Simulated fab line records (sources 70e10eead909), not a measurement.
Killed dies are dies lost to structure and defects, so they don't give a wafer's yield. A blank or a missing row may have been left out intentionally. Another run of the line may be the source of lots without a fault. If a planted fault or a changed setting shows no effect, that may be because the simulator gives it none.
One fault seen from 3 desks | flow nand-harc | each desk holds nothing but its own numbers, with what lay behind them at the end

## THE DEFECT DESK
What the inspections along the route counted, lot by lot: means of the sampled wafers that have a number. The brackets show how far a lot's mean lies from the usual mean; more than 4 standard deviations puts the lot out of limits, marked OUT.
Columns: A = raw-defect-count at NHARC_A_SGD_CUT_INSPECT_25, usual 364
lot  | first seen here | A
L716 | day 19 23:41    | 434
L717 | day 19 23:41    | 479
L715 | day 19 23:42    | 362
L718 | day 20 14:28    | 326
L719 | day 21 06:01    | 353
L723 | day 22 08:46    | 443
L722 | day 23 09:17    | 364
L724 | day 23 15:50    | 231
L730 | day 25 18:12    | 327
L733 | day 26 13:06    | 290
L736 | day 27 18:32    | 334
This desk's finding: nothing out of limits on any of the 11 lots.

## FOR THE TOOL OWNER'S DESK: arfi-scanner-01
The tool's own readings at NHARC_A_SLIT_EXPOSE_06 (exposes mask SLIT): means of the sampled wafers that have a number, for each lot that ran on this tool. The brackets show how far a lot's mean lies from the usual mean; more than 4 standard deviations puts the lot out of limits, marked OUT.
Columns: A = exposure-dose-mJ-cm2 at NHARC_A_SLIT_EXPOSE_06, usual 60.77
lot  | first seen here | A
L724 | day 23 21:36    | 60.72
L730 | day 26 00:46    | 60.69
L733 | day 26 19:46    | 40.63 (-99 or more) OUT
L736 | day 28 00:05    | 44.61 (-99 or more) OUT
This desk finds L733, L736 out of limits, L733 being first, at day 26 19:46 (exposure-dose-mJ-cm2 at NHARC_A_SLIT_EXPOSE_06). L724, L730 stayed within limits.

## THE METROLOGY DESK
Means of the sampled wafers that have a number, per lot and without regard to the tool the lot ran on: this is what the gauges read. The brackets show how far a lot's mean lies from the usual mean; more than 4 standard deviations puts the lot out of limits, marked OUT.
Columns: A = cd-nm at NHARC_A_SLIT_CD_MEAS_09, usual 299.9 nm
lot  | first seen here | A
L716 | day 20 04:36    | 299.7
L717 | day 20 04:43    | 300.6
L715 | day 20 06:20    | 299.9
L718 | day 20 19:23    | 300.3
L719 | day 21 13:43    | 299.3
L723 | day 22 15:34    | 300.1
L722 | day 23 14:13    | 300.1
L724 | day 23 21:44    | 300.2
L730 | day 26 00:54    | 299.8
L733 | day 26 19:54    | 284.3 (-27) OUT
L736 | day 28 00:13    | 287.1 (-22) OUT
This desk finds L733, L736 out of limits, L733 being first, at day 26 19:54 (cd-nm at NHARC_A_SLIT_CD_MEAS_09). L716, L717, L715, L718, L719, L723, L722, L724, L730 stayed within limits.

## TAKEN TOGETHER
The tool owner's desk had the chance to raise an alarm at day 26 19:46 on L733, L736.
The metrology desk could have raised an alarm at day 26 19:54, on L733, L736.
Nothing the defect desk looked at was out of limits.
The defect desk has L733, L736 on record, within its limits.
On arfi-scanner-01, each named lot ran NHARC_A_SLIT_EXPOSE_06.

## WHAT WAS PUT IN BY THE SIMULATOR
Drift in process parameters on arfi-scanner-01 at NHARC_A_SLIT_EXPOSE_06, starting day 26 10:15. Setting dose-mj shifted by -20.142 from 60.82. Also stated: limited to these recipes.
Struck lots among those shown: L733, L736.
Delay (hours) between the fault's onset and each desk's first out-of-limits reading: 10 at the tool owner's desk, 10 at the metrology desk.
